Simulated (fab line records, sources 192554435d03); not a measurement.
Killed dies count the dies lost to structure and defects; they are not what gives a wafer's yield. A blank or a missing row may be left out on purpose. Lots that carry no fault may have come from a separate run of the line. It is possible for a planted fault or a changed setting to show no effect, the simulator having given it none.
One fault seen from 3 desks / flow n5 finfet / numbers are kept per desk, each desk with only its own; the story behind them comes last

== THE DEFECT DESK ==
Per lot, the means of the sampled wafers with a number show what the inspections along the route counted. The brackets show how far a lot's mean lies from the usual mean; more than 4 standard deviations puts the lot out of limits, marked OUT.
Columns: A = raw defect count at N5_SD_EPI_P_INSPECT_11, usual 2.2
lot=L552; first seen here=day 3 12:33; A=2.3
lot=L556; first seen here=day 4 12:14; A=1.0
lot=L562; first seen here=day 6 04:29; A=2.0
lot=L567; first seen here=day 7 09:37; A=1.3
lot=L568; first seen here=day 7 13:40; A=3.3
lot=L571; first seen here=day 8 06:41; A=1.7
lot=L574; first seen here=day 8 23:58; A=2.0
Finding of this desk: none of the 7 lots has anything out of limits.

== TOOL OWNER'S DESK, rie diel-04 ==
The tool's own readings at N5_SD_EPI_P_ETCHBACK_46 (etches SiNx in CH3F/O2, stops on SiO2, target depth 17.5 nm): means of the sampled wafers that have a number, for each lot that ran on this tool. The brackets show how far a lot's mean lies from the usual mean; more than 4 standard deviations puts the lot out of limits, marked OUT.
Columns: A = drypump motor current A at N5_SD_EPI_P_ETCHBACK_46, usual 5.9 A; B = oes product au at N5_SD_EPI_P_ETCHBACK_46, usual 0.68 a.u.; C = rf fwd power W at N5_SD_EPI_P_ETCHBACK_46, usual 393.4 W; D = rf vpp V at N5_SD_EPI_P_ETCHBACK_46, usual 296 V; E = showerhead plenum p Torr at N5_SD_EPI_P_ETCHBACK_46, usual 1.99 Torr; F = throttle valve pct at N5_SD_EPI_P_ETCHBACK_46, usual 16.25 %
lot=L552; first seen here=day 3 13:00; A=5.8; B=0.66; C=392.5; D=306; E=1.97; F=16.19
lot=L562; first seen here=day 6 04:57; A=6.1; B=0.64; C=393.5; D=318; E=2.08; F=16.40
lot=L567; first seen here=day 7 10:04; A=6.1; B=0.71; C=393.2; D=296; E=1.96; F=16.13
lot=L568; first seen here=day 7 14:07; A=6.1; B=0.66; C=391.7; D=305; E=1.97; F=16.20
Finding of this desk: none of the 4 lots has anything out of limits.

== THE METROLOGY DESK ==
Means of the sampled wafers that have a number, per lot and without regard to the tool the lot ran on: this is what the gauges read. The brackets show how far a lot's mean lies from the usual mean; more than 4 standard deviations puts the lot out of limits, marked OUT. Only the readings that lie furthest out on some lot appear, 7 of the 12 it has.
Columns: A = cd nm at N5_SD_EPI_P_CD_MEAS_09, usual 240.4 nm; B = SD_P_BLK_OVL at N5_SD_EPI_P_OVL_MEAS_10, usual 0.0 nm; C = ION_N at N5_BEOL_M4_RC_MEAS_101, usual 673 uA/um; D = ION_P at N5_BEOL_M4_RC_MEAS_101, usual 462 uA/um; E = SS_N at N5_BEOL_M4_RC_MEAS_101, usual 71.8 mV/dec; F = SS_P at N5_BEOL_M4_RC_MEAS_101, usual 73.6 mV/dec; G = VT_N at N5_BEOL_M4_RC_MEAS_101, usual 250 mV
lot=L552; first seen here=day 3 12:30; A=241.4; B=0.4; C=666; D=460; E=71.8; F=73.8; G=251
lot=L556; first seen here=day 4 12:11; A=240.3; B=-1.2; C=654; D=458; E=71.6; F=73.5; G=252
lot=L562; first seen here=day 6 04:26; A=239.7; B=-0.5; C=659; D=456; E=71.5; F=73.3; G=254
lot=L567; first seen here=day 7 09:33; A=241.5; B=0.5; C=672; D=459; E=71.9; F=73.5; G=251
lot=L568; first seen here=day 7 13:37; A=239.5; B=-0.3; C=663; D=459; E=71.1; F=72.6; G=251
lot=L571; first seen here=day 8 06:38; A=239.1; B=-1.1; C=679; D=469; E=71.2; F=73.4; G=250
lot=L574; first seen here=day 8 23:54; A=241.4; B=-0.2; C=688; D=477; E=71.5; F=73.7; G=248
Finding of this desk: none of the 7 lots has anything out of limits.

== ALL TOGETHER ==
The defect desk saw nothing out of limits.
Nothing out of limits was seen by the tool owner's desk.
At the metrology desk, nothing out of limits was observed.

== WHAT THE SIMULATOR HAD PUT IN ==
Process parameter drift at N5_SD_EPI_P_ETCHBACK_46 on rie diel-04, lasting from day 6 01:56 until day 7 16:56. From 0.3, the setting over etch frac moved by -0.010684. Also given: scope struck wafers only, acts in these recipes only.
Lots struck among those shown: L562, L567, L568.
